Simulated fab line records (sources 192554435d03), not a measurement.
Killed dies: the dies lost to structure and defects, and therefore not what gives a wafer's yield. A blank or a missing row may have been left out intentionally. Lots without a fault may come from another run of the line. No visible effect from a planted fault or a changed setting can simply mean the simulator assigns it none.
fab line records	flow n5Finfet
record lots=4	wafers=12	lastDay=17
route steps=1938 shown BEOL_M4@1099 BEOL_M5@1112 BEOL_M7@1301 PASSIVATION@1936
lots that met no fault: taken from a fault-free run of the same line
startH: hours from the record's first day to the start of the lot's first wafer shown	waitH: hours elapsed since this lot's preceding step	" same as the row above	L1.1+2: several wafers, shown together as one row	- no value present, or no start provided	* or withheld: withheld	< > ~ a bound
route shown NAME@n: a module of which the file shows steps, and the number in the route of the first	usual: the fault-free wafers' mean and standard deviation	same: alike in all rows	chamber/n: place in a boat	sites: readings site by site	_std_site: the values' standard deviation	_edge_site: the outer-site mean with the inner-site mean subtracted	radiusMm: how far each site lies from the wafer's centre	mask NAME#n: copy n	behind: the most recent tool/chamber to have shaped the wafer	hold: reason for holding the lot/hours on hold/outcome of the hold	device: the n, p or np transistor that did not switch	end of line: tests run on the same wafers once the route is complete	a step without rows: its recipe alone	killed: at the first sort, the dies lost to defects and structure; wafer yield is something else	map: the dies of a wafer, with x for killed, . for not killed, _ for no die there
set.NAME: the run value of the setting; set.NAME@STEP: its run value at that earlier step	model.NAME: the simulator's own value behind a step, which no gauge read
a table for each step, a row for each wafer; lots at some steps of the route
services: from which hour (startH, from the record's first day; less than 0 if before it) a tool's chamber was out of use, for how many hours, and why
## steps
# step N5_BEOL_M4_ANNEAL_95
# recipe tempC=400	timeS=240	ambient=vacuum
# step N5_BEOL_M4_SPUTTER_96
# recipe material=Cu	targetThkA=45	tempC=-20	chamberPressurePa=0.07	powerW=withheld	timeS=8.29
# step N5_BEOL_M4_ECD_50
# recipe material=Cu	targetThkA=3000
# step N5_BEOL_M4_ANNEAL_51
# recipe tempC=225	timeS=90	ambient=N2
# step N5_BEOL_M4_CMP_52
# recipe stopOn=SiOC	tOverpolishS=6.8	downForcePsi=1	platenRpm=50	clearingPlatenDownForcePsi=1.5	clearingPlatenRpm=50	postCmpClean=cuAlkaline	targetThkNm=40	clearingPlatenPadVelocityMS=0.99484	padVelocityMS=0.99484
# step N5_BEOL_M4_PRE_CLEAN_60
# recipe gas=NH3/H2	timeS=15	tempC=*	rfPowerW=300
# step N5_BEOL_M4_CO_CAP_55
# recipe material=Co	targetThkA=20	tempC=200	precursor=CCTBA/H2	pressureTorr=30	timeS=102.1
# step N5_BEOL_M4_PRE_CLEAN_56
# recipe gas=NH3	timeS=15	tempC=withheld	rfPowerW=300
# step N5_BEOL_M4_DEP_57
# recipe material=SiCN	targetThkA=80	tempC=withheld	precursor=3MS/NH3	pressureTorr=3	rfW=202	timeS=14
# step N5_BEOL_M4_RC_MEAS_101
# usual DIBL_N=36.8/1.5	DIBL_P=37.1/2.1	IOFF_N=0.168/0.03	IOFF_P=0.22/0.034	ION_N=679/12	ION_P=466/8	SS_N=71.7/0.58	SS_P=73.5/0.67	VT_N=248.8/2.7	VT_P=-250/3.3
lot.wafer	tool	chamber	startH	waitH	DIBL_N[mV/V]	DIBL_P[mV/V]	IOFF_N[nA/um]	IOFF_P[nA/um]	ION_N[uA/um]	ION_P[uA/um]	SS_N[mV/dec]	SS_P[mV/dec]	VT_N[mV]	VT_P[mV]
L958.3	prober-01	0	268.76	0.3	39.5	39.8	0.219	0.28	721	484	71.9	75.0	243.3	-248
L958.4	"	0	"	"	38.2	38.4	0.191	0.25	708	483	72.1	74.7	244.5	-248
L958.6	"	0	"	"	36.8	35.6	0.149	0.20	683	468	71.5	72.9	251.1	-250
L957.2	prober-01	0	269.53	0.2	35.7	37.3	0.140	0.22	669	465	71.0	73.1	252.1	-249
L957.3	"	0	"	"	37.0	36.8	0.149	0.20	669	455	71.8	73.3	252.0	-251
L957.6	"	0	"	"	37.8	39.1	0.178	0.24	679	470	71.1	74.2	249.1	-249
L962.2	prober-02	0	296.74	0.2	38.0	37.6	0.201	0.27	688	467	72.2	73.3	247.5	-246
L962.3	"	0	"	"	34.4	33.6	0.137	0.19	673	464	71.1	72.2	249.0	-251
L962.6	"	0	"	"	37.1	36.5	0.189	0.25	692	475	71.8	73.0	245.8	-245
L963.1	prober-01	0	314.51	0.0	36.6	37.8	0.161	0.24	677	472	71.6	73.3	247.9	-245
L963.3	"	0	"	"	37.6	37.9	0.165	0.24	670	466	71.9	74.0	251.3	-247
L963.6	"	0	"	"	36.5	36.5	0.147	0.22	673	466	71.4	73.2	250.9	-251
# step N5_BEOL_M5_ILD_DEP_00
# recipe material=SiCOH_lowk	targetThkA=1406.4	tempC=300	precursor=DEMS/porogen	pressureTorr=5	rfW=500	timeS=25.9
# step N5_BEOL_M5_CURE_79
# recipe tempC=385	timeS=240	ambient=He/Ar	material=SiCOH_lowk
# step N5_BEOL_M5_PECVD_70
# recipe material=SiO2	targetThkA=160	tempC=400	precursor=TEOS/O2	pressureTorr=5.5	rfW=450	teosFlowSccm=53.8	gas=O2	flowSccm=3000	timeS=18
# step N5_BEOL_M5_HM_DEP_02
# recipe material=TiN	targetThkA=200	tempC=25	chamberPressurePa=0.49996
# step N5_BEOL_M5_COAT_59
# recipe resist=SOC	tempC=250	timeS=60	spinRpm=1500	resistThkNm=60
# step N5_BEOL_M5_COAT_60
# recipe resist=SiARC	tempC=220	timeS=60	spinRpm=1500	resistThkNm=12
# step N5_BEOL_M5_COAT_71
# recipe resist=underlayer	tempC=205	timeS=60	spinRpm=1500	resistThkNm=5
# step N5_BEOL_M5_COAT_05
# recipe resist=CAR-EUV	spinRpm=1500	resistThkNm=30
# step N5_BEOL_M5_EBR_07
# recipe solvent=PGMEA	ebrWidthMm=1.5
# step N5_BEOL_M5_SOFTBAKE_06
# recipe tempC=110	timeS=60	resist=CAR-EUV
# step N5_BEOL_M5_EXPOSE_08
# recipe maskId=M5	na=0.33	sourceShape=annular	sigmaInner=0.4	sigmaOuter=0.8	polarization=unpolarized	targetCdNm=28	doseMj=35.75
# step N5_BEOL_M5_PEB_09
# recipe pebTempC=100	pebTimeS=60	resist=CAR-EUV
# step N5_BEOL_M5_DEVELOP_10
# recipe developTimeS=30	developer=TMAH	resist=CAR-EUV	rinseLiquid=surfactantRinse	dry=airSpin	devTempC=23
# step N5_BEOL_M5_DESCUM_16
# recipe chemistry=O2	timeS=7	sourcePowerW=50	biasPowerW=20	pressureMtorr=20	rfFrequencyHz=2.712e+07	tempC=40	resist=CAR-EUV	o2FlowSccm=225
# step N5_BEOL_M5_ETCH_72
# recipe chemistry=N2/H2	target=underlayer	targetDepthA=65	maskMaterial=CAR-EUV	timeS=5.2	ionEnergyEv=200	pressureMtorr=30	sourceW=840	biasW=150	n2FlowSccm=200	h2FlowSccm=200	ends=cleared
# step N5_BEOL_M5_ETCH_61
# recipe chemistry=CF4	target=SiARC	targetDepthA=156	maskMaterial=CAR-EUV	timeS=26	ionEnergyEv=80	pressureMtorr=40	sourceW=545	biasW=36	Ar_flow_sccm=100	cf4FlowSccm=100	ends=cleared
# step N5_BEOL_M5_ETCH_62
# recipe chemistry=N2/H2	target=SOC	targetDepthA=750	overetchA=150	maskMaterial=SiARC	tempC=40	timeS=112.5	ionEnergyEv=200	pressureMtorr=30	sourceW=840	biasW=150	n2FlowSccm=200	h2FlowSccm=200
# step N5_BEOL_M5_STRIP_63
# recipe chemistry=N2/H2	tempC=40	n2FlowSccm=200	h2FlowSccm=200	rfFrequencyHz=6e+07
# step N5_BEOL_M5_STRIP_73
# recipe chemistry=N2/H2	tempC=40	n2FlowSccm=200	h2FlowSccm=200	rfFrequencyHz=6e+07
# step N5_BEOL_M5_STRIP_64
# recipe chemistry=CF4	resist=SiARC	powerW=300	biasPowerW=75	pressureMtorr=50	cf4FlowSccm=150	rfFrequencyHz=6e+07
# step N5_BEOL_M5_HM_OPEN_17
# recipe chemistry=Cl2/BCl3	targetDepthA=200	overetchA=60	target=TiN	maskMaterial=SOC	ionEnergyEv=150	pressureMtorr=10	icpW=1000	biasW=126	Cl2_flow_sccm=53.25	bcl3FlowSccm=21.75	Ar_flow_sccm=25
# step N5_BEOL_M5_STRIP_19
# recipe chemistry=O2	powerW=400	tempC=40	pressureMtorr=30	rfFrequencyHz=6e+07	biasPowerW=0	overashFraction=0.2	o2FlowSccm=225
# step N5_BEOL_M5_COAT_65
# recipe resist=SOC	tempC=250	timeS=60	spinRpm=1500	resistThkNm=60
# step N5_BEOL_M5_COAT_66
# recipe resist=SiARC	tempC=220	timeS=60	spinRpm=1500	resistThkNm=12
# step N5_BEOL_M7_ETCH_65
# recipe chemistry=CF4	target=SiARC	targetDepthA=156	maskMaterial=CAR-EUV	timeS=26	ionEnergyEv=80	pressureMtorr=40	sourceW=545	biasW=36	Ar_flow_sccm=100	cf4FlowSccm=100	ends=cleared
# usual biasW=36.00/0.12	cf4FlowSccm=100.0/0.31	drypumpMotorCurrentA=5.85/0.25	etchRfOnTimeS=26.0/0.37	oesProductAu=0.67/0.073	rfVppV=184.0/1.3	showerheadPlenumPTorr=2.14/0.083	throttleValvePct=15.66/0.26
lot.wafer	tool	chamber	startH	waitH	biasW	cf4FlowSccm	drypumpMotorCurrentA	etchRfOnTimeS	oesProductAu	rfHoursCounterH	rfVppV	showerheadPlenumPTorr	throttleValvePct	model.CAR-EUV_of_BEOL_M7_COAT_22.thkNm
L957.2	rieDiel-03	2	302.52	0.0	-	-	-	-	-	-	-	-	-	20.4
L957.3	"	3	"	"	-	-	-	-	-	-	-	-	-	20.4
L957.6	"	0	"	"	-	-	-	-	-	-	-	-	-	20.4
L958.3	rieDiel-05	3	302.96	0.0	-	-	-	-	-	-	-	-	-	20.2
L958.4	"	1	"	"	-	-	-	-	-	-	-	-	-	20.2
L958.6	"	0	"	"	-	-	-	-	-	-	-	-	-	20.4
L962.2	rieDiel-05	3	327.05	0.0	35.82	100.1	6.00	26.6	0.60	195	181.5	2.05	15.89	11
L962.3	"	1	"	"	36.26	100.1	5.66	26.1	0.77	25	183.2	2.11	15.30	11
L962.6	"	0	"	"	35.99	100.2	5.82	25.7	0.78	-	184.4	2.10	15.63	11.2
L963.1	rieDiel-03	1	338.98	0.0	36.03	99.2	5.60	25.6	0.62	222	182.0	2.05	15.90	11.2
L963.3	"	0	"	"	36.02	99.6	6.26	25.8	0.59	232	183.4	2.11	15.96	11.2
L963.6	"	2	"	"	36.11	99.7	5.72	26.1	0.61	-	184.3	2.20	15.83	11.4
# step N5_BEOL_M7_ETCH_66
# recipe chemistry=N2/H2	target=SOC	targetDepthA=800	overetchA=160	maskMaterial=SiARC	tempC=40	timeS=120	ionEnergyEv=200	pressureMtorr=30	sourceW=840	biasW=150	n2FlowSccm=200	h2FlowSccm=200
# usual biasW=150.0/0.45	chamberPressureMTorr=30.005/0.028	drypumpMotorCurrentA=5.85/0.25	oesProductAu=0.60/0.064	rfVppV=524/3.1	showerheadPlenumPTorr=2.54/0.1	throttleValvePct=17.88/0.27
lot.wafer	tool	chamber	startH	waitH	biasW	chamberPressureMTorr	drypumpMotorCurrentA	oesProductAu	rfHoursCounterH	rfVppV	showerheadPlenumPTorr	throttleValvePct
L957.2	rieDiel-03	2	302.55	0.0	150.6	29.947	5.69	0.27	193	527	2.61	17.89
L957.3	"	3	"	"	149.5	30.032	5.81	0.33	36	529	2.70	17.46
L957.6	"	0	"	"	150.5	30.029	6.29	0.26	-	523	2.51	18.14
L958.3	rieDiel-05	3	302.99	0.0	149.7	30.033	5.98	0.28	190	520	2.42	17.89
L958.4	"	1	"	"	149.9	30.057	5.67	0.34	21	523	2.49	17.54
L958.6	"	0	"	"	150.2	29.973	5.82	0.35	-	522	2.49	17.80
L962.2	rieDiel-05	3	327.08	0.0	150.4	30.001	5.99	0.54	195	522	2.41	17.93
L962.3	"	1	"	"	149.7	30.032	5.69	0.70	25	521	2.49	17.58
L962.6	"	0	"	"	150.1	30.048	5.82	0.70	-	522	2.49	17.86
L963.1	rieDiel-03	1	339.01	0.0	149.9	29.981	5.57	0.54	222	519	2.42	18.20
L963.3	"	0	"	"	149.8	29.977	6.29	0.53	232	523	2.51	18.22
L963.6	"	2	"	"	150.6	30.023	5.74	0.55	-	526	2.61	17.95
# step N5_BEOL_M7_VIA_ETCH_34
# recipe chemistry=C4F6/O2	target=SiCOH_lowk	targetDepthA=1255	maskMaterial=SOC	taperDeg=4	timeS=50.5	ionEnergyEv=250	pressureMtorr=30	sourceW=345	biasW=185	Ar_flow_sccm=300	C4F6_flow_sccm=10	O2_flow_sccm=10
# usual C4F6_flow_sccm=10.000/0.03	O2_flow_sccm=10.003/0.026	drypumpMotorCurrentA=5.85/0.25	oes_ar_750_au=0.79/0.085	oesProductAu=0.79/0.086	rfVppV=663/12	showerheadPlenumPTorr=2.85/0.11	throttleValvePct=20.98/0.22
lot.wafer	tool	chamber	startH	waitH	C4F6_flow_sccm	O2_flow_sccm	drypumpMotorCurrentA	oes_ar_750_au	oesProductAu	rfHoursCounterH	rfVppV	showerheadPlenumPTorr	throttleValvePct
L957.2	rieDiel-03	2	302.65	0.0	9.989	10.006	5.72	0.72	0.27	193	681	2.92	20.83
L957.3	"	3	"	"	10.039	10.003	5.77	0.89	0.33	36	680	3.03	20.54
L957.6	"	0	"	"	10.009	10.023	6.25	0.69	0.26	-	683	2.81	21.04
L958.3	rieDiel-05	3	303.09	0.0	9.999	10.006	6.01	0.70	0.28	190	660	2.74	21.08
L958.4	"	1	"	"	10.000	10.029	5.66	0.92	0.35	21	652	2.81	20.53
L958.6	"	0	"	"	9.954	10.047	5.82	0.92	0.34	-	657	2.80	20.84
L962.2	rieDiel-05	3	327.18	0.0	10.007	9.983	6.02	0.71	0.71	195	658	2.74	21.23
L962.3	"	1	"	"	9.993	9.984	5.67	0.91	0.91	25	650	2.81	20.68
L962.6	"	0	"	"	9.980	9.949	5.82	0.90	0.91	-	658	2.80	21.01
L963.1	rieDiel-03	1	339.11	0.0	9.997	10.002	5.56	0.72	0.71	223	655	2.72	21.11
L963.3	"	0	"	"	9.968	10.013	6.28	0.69	0.69	232	681	2.80	21.24
L963.6	"	2	"	"	10.022	10.002	5.71	0.71	0.71	-	682	2.92	20.98
# step N5_PASSIVATION_PROBE_49
# usual defectLimitedYield=91.0/1.5	killed_at_M0_to_M3=34/11	killed_at_M4_up=14/5.3	killedAtContacts=13/7	killedAtFrontEnd=41/13	killedAtOther=4/3.1	killedDies=106/17	killedOnRim=14/3.9	killedOpen=70/12	killedShort=35/8	sort_bin_5_function=5.2/0.98	sort_bin_6_memory=3.4/0.69	sortNPass=1074/17	sortYieldPct=91.0/1.5
# same grossDies=1180	killedAtBackSide=0	sort_bin_4_leakage[%]=0	sort_bin_8_speed[%]=0
lot.wafer	tool	chamber	startH	waitH	defectLimitedYield[%]	killed_at_M0_to_M3	killed_at_M4_up	killedAtContacts	killedAtFrontEnd	killedAtOther	killedDies	killedOnRim	killedOpen	killedShort	sort_bin_5_function[%]	sort_bin_6_memory[%]	sortNPass	sortYieldPct[%]
L957.2	prober-02	-	377.21	0.1	0	38	1094	16	31	1	1180	152	59	41	95.5	3.6	0	0
L957.3	prober-02	-	377.26	0.1	0	32	1103	16	27	2	1180	152	61	23	96.6	3.1	0	0
L957.6	prober-02	-	377.41	0.3	0	41	1086	19	32	2	1180	152	72	33	96.0	3.6	0	0
L958.3	prober-02	-	392.72	0.1	0	41	1071	19	38	11	1180	152	69	55	95.3	4.1	0	0
L958.4	prober-02	-	392.77	0.2	0	27	1082	5	62	4	1180	152	71	41	95.2	4.7	0	0
L958.6	prober-02	-	392.87	0.3	0	34	1088	9	40	9	1180	152	69	39	95.6	4.1	0	0
# killed by level:class
L957.2 BEOL_M7:areaEtch=1080 MOL_CONTACT_COAG:geometricParticle:open=14 BEOL_M2:geometricParticle:open=14 FIN_SAQP:geometricParticle:short=12 BEOL_M0_SAQP:geometricParticle:open=5 BEOL_M3:geometricParticle:open=5 BEOL_M4:geometricParticle:open=5 BEOL_M4:geometricParticle:short=5
L957.3 BEOL_M7:areaEtch=1096 MOL_CONTACT_COAG:geometricParticle:open=15 BEOL_M2:geometricParticle:open=15 BEOL_M4:geometricParticle:open=5 FIN_SAQP:geometricParticle:short=4 STI_FIN_REVEAL:geometricParticle:open=4 GATE_CUT:geometricParticle:short=4 BEOL_M2:geometricParticle:short=4
L957.6 BEOL_M7:areaEtch=1075 MOL_CONTACT_COAG:geometricParticle:open=17 BEOL_M2:geometricParticle:open=12 BEOL_M0_SAQP:geometricParticle:short=7 BEOL_M2:geometricParticle:short=6 BEOL_M0:geometricParticle:open=6 STARTING-WAFER:geometricParticle:open=6 FIN_SAQP:geometricParticle:short=5
L958.3 BEOL_M7:areaEtch=1053 MOL_CONTACT_COAG:geometricParticle:open=12 BEOL_M0_SAQP:geometricParticle:short=10 BEOL_M0_SAQP:geometricParticle:open=10 FIN_SAQP:geometricParticle:short=7 MOL_CONTACT_COAG:geometricParticle:short=7 STI_FIN_REVEAL:geometricParticle:open=6 BEOL_M1:geometricParticle:open=6
L958.4 BEOL_M7:areaEtch=1067 STI_FIN_REVEAL:geometricParticle:open=28 STI_FIN_REVEAL:geometricParticle:short=10 BEOL_M0_SAQP:geometricParticle:short=8 BEOL_M3:geometricParticle:open=8 GATE_CUT:geometricParticle:short=7 FIN_SAQP:geometricParticle:open=5 BEOL_M0:geometricParticle:open=5
L958.6 BEOL_M7:areaEtch=1072 STI_FIN_REVEAL:geometricParticle:open=16 BEOL_M0_SAQP:geometricParticle:short=14 MOL_CONTACT_COAG:geometricParticle:open=8 BEOL_M2:geometricParticle:open=8 STI_FIN_REVEAL:geometricParticle:short=5 GATE_CUT:geometricParticle:open=5 GATE_CUT:geometricParticle:short=4
# map L957.2 (x killed, . not)
_________________xxxxxxxxxxxx________________
______________xxxxxxxxxxxxxxxxxx_____________
___________xxxxxxxxxxxxxxxxxxxxxxxx__________
__________xxxxxxxxxxxxxxxxxxxxxxxxxx_________
________xxxxxxxxxxxxxxxxxxxxxxxxxxxxxx_______
_______xxxxxxxxxxxxxxxxxxxxxxxxxxxxxxxx______
______xxxxxxxxxxxxxxxxxxxxxxxxxxxxxxxxxx_____
_____xxxxxxxxxxxxxxxxxxxxxxxxxxxxxxxxxxxx____
____xxxxxxxxxxxxxxxxxxxxxxxxxxxxxxxxxxxxxx___
___xxxxxxxxxxxxxxxxxxxxxxxxxxxxxxxxxxxxxxxx__
___xxxxxxxxxxxxxxxxxxxxxxxxxxxxxxxxxxxxxxxx__
__xxxxxxxxxxxxxxxxxxxxxxxxxxxxxxxxxxxxxxxxxx_
__xxxxxxxxxxxxxxxxxxxxxxxxxxxxxxxxxxxxxxxxxx_
_xxxxxxxxxxxxxxxxxxxxxxxxxxxxxxxxxxxxxxxxxxxx
_xxxxxxxxxxxxxxxxxxxxxxxxxxxxxxxxxxxxxxxxxxxx
_xxxxxxxxxxxxxxxxxxxxxxxxxxxxxxxxxxxxxxxxxxxx
_xxxxxxxxxxxxxxxxxxxxxxxxxxxxxxxxxxxxxxxxxxxx
_xxxxxxxxxxxxxxxxxxxxxxxxxxxxxxxxxxxxxxxxxxxx
_xxxxxxxxxxxxxxxxxxxxxxxxxxxxxxxxxxxxxxxxxxxx
_xxxxxxxxxxxxxxxxxxxxxxxxxxxxxxxxxxxxxxxxxxxx
_xxxxxxxxxxxxxxxxxxxxxxxxxxxxxxxxxxxxxxxxxxxx
__xxxxxxxxxxxxxxxxxxxxxxxxxxxxxxxxxxxxxxxxxx_
__xxxxxxxxxxxxxxxxxxxxxxxxxxxxxxxxxxxxxxxxxx_
___xxxxxxxxxxxxxxxxxxxxxxxxxxxxxxxxxxxxxxxx__
___xxxxxxxxxxxxxxxxxxxxxxxxxxxxxxxxxxxxxxxx__
____xxxxxxxxxxxxxxxxxxxxxxxxxxxxxxxxxxxxxx___
_____xxxxxxxxxxxxxxxxxxxxxxxxxxxxxxxxxxxx____
______xxxxxxxxxxxxxxxxxxxxxxxxxxxxxxxxxx_____
_______xxxxxxxxxxxxxxxxxxxxxxxxxxxxxxxx______
________xxxxxxxxxxxxxxxxxxxxxxxxxxxxxx_______
__________xxxxxxxxxxxxxxxxxxxxxxxxxx_________
___________xxxxxxxxxxxxxxxxxxxxxxxx__________
______________xxxxxxxxxxxxxxxxxx_____________
_________________xxxxxxxxxxxx________________
# map L958.3 (x killed, . not)
_________________xxxxxxxxxxxx________________
______________xxxxxxxxxxxxxxxxxx_____________
___________xxxxxxxxxxxxxxxxxxxxxxxx__________
__________xxxxxxxxxxxxxxxxxxxxxxxxxx_________
________xxxxxxxxxxxxxxxxxxxxxxxxxxxxxx_______
_______xxxxxxxxxxxxxxxxxxxxxxxxxxxxxxxx______
______xxxxxxxxxxxxxxxxxxxxxxxxxxxxxxxxxx_____
_____xxxxxxxxxxxxxxxxxxxxxxxxxxxxxxxxxxxx____
____xxxxxxxxxxxxxxxxxxxxxxxxxxxxxxxxxxxxxx___
___xxxxxxxxxxxxxxxxxxxxxxxxxxxxxxxxxxxxxxxx__
___xxxxxxxxxxxxxxxxxxxxxxxxxxxxxxxxxxxxxxxx__
__xxxxxxxxxxxxxxxxxxxxxxxxxxxxxxxxxxxxxxxxxx_
__xxxxxxxxxxxxxxxxxxxxxxxxxxxxxxxxxxxxxxxxxx_
_xxxxxxxxxxxxxxxxxxxxxxxxxxxxxxxxxxxxxxxxxxxx
_xxxxxxxxxxxxxxxxxxxxxxxxxxxxxxxxxxxxxxxxxxxx
_xxxxxxxxxxxxxxxxxxxxxxxxxxxxxxxxxxxxxxxxxxxx
_xxxxxxxxxxxxxxxxxxxxxxxxxxxxxxxxxxxxxxxxxxxx
_xxxxxxxxxxxxxxxxxxxxxxxxxxxxxxxxxxxxxxxxxxxx
_xxxxxxxxxxxxxxxxxxxxxxxxxxxxxxxxxxxxxxxxxxxx
_xxxxxxxxxxxxxxxxxxxxxxxxxxxxxxxxxxxxxxxxxxxx
_xxxxxxxxxxxxxxxxxxxxxxxxxxxxxxxxxxxxxxxxxxxx
__xxxxxxxxxxxxxxxxxxxxxxxxxxxxxxxxxxxxxxxxxx_
__xxxxxxxxxxxxxxxxxxxxxxxxxxxxxxxxxxxxxxxxxx_
___xxxxxxxxxxxxxxxxxxxxxxxxxxxxxxxxxxxxxxxx__
___xxxxxxxxxxxxxxxxxxxxxxxxxxxxxxxxxxxxxxxx__
____xxxxxxxxxxxxxxxxxxxxxxxxxxxxxxxxxxxxxx___
_____xxxxxxxxxxxxxxxxxxxxxxxxxxxxxxxxxxxx____
______xxxxxxxxxxxxxxxxxxxxxxxxxxxxxxxxxx_____
_______xxxxxxxxxxxxxxxxxxxxxxxxxxxxxxxx______
________xxxxxxxxxxxxxxxxxxxxxxxxxxxxxx_______
__________xxxxxxxxxxxxxxxxxxxxxxxxxx_________
___________xxxxxxxxxxxxxxxxxxxxxxxx__________
______________xxxxxxxxxxxxxxxxxx_____________
_________________xxxxxxxxxxxx________________
## services
tool	chamber	startH	hours	kind
rieDiel-05	1	290.76	9.6	repair
rieDiel-03	1	318.53	5.0	repair
## key
firstSign step=N5_BEOL_M7_ETCH_65	reading=toolRecord	direction=missing
effect step=N5_BEOL_M7_ETCH_66	reading=oesProductAu	direction=down	sigmas=4.6	usual=0.60	struck=0.30
effect step=N5_BEOL_M7_VIA_ETCH_34	reading=oesProductAu	direction=down	sigmas=5.6	usual=0.79	struck=0.31
effect step=N5_PASSIVATION_PROBE_49	reading=killed_at_M4_up	direction=up	sigmas=99+	usual=14	struck=1087
modelEffect step=N5_BEOL_M7_ETCH_65	value=CAR-EUV_of_BEOL_M7_COAT_22.thkNm	without=11.1	struck=20.33
moreKillsBornAt N5_BEOL_M7_ETCH_65@rieDiel-03=3251	N5_BEOL_M7_ETCH_65@rieDiel-05=3192
metAt N5_BEOL_M7_ETCH_65
struckWafers L957.2,L957.3,L957.6,L958.3,L958.4,L958.6
laterRowsLeftOut L957.2,L957.3,L957.6,L958.3,L958.4,L958.6
fault kind=skippedStepWhole	tool=rieDiel-03,rieDiel-05	chamber=-	onsetH=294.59	steps=N5_BEOL_M7_ETCH_65	scope=struckLotsOnly
# laterRowsLeftOut: the simulator's readings of these wafers behind a module that went badly wrong aren't trusted and aren't shown, but for the sort
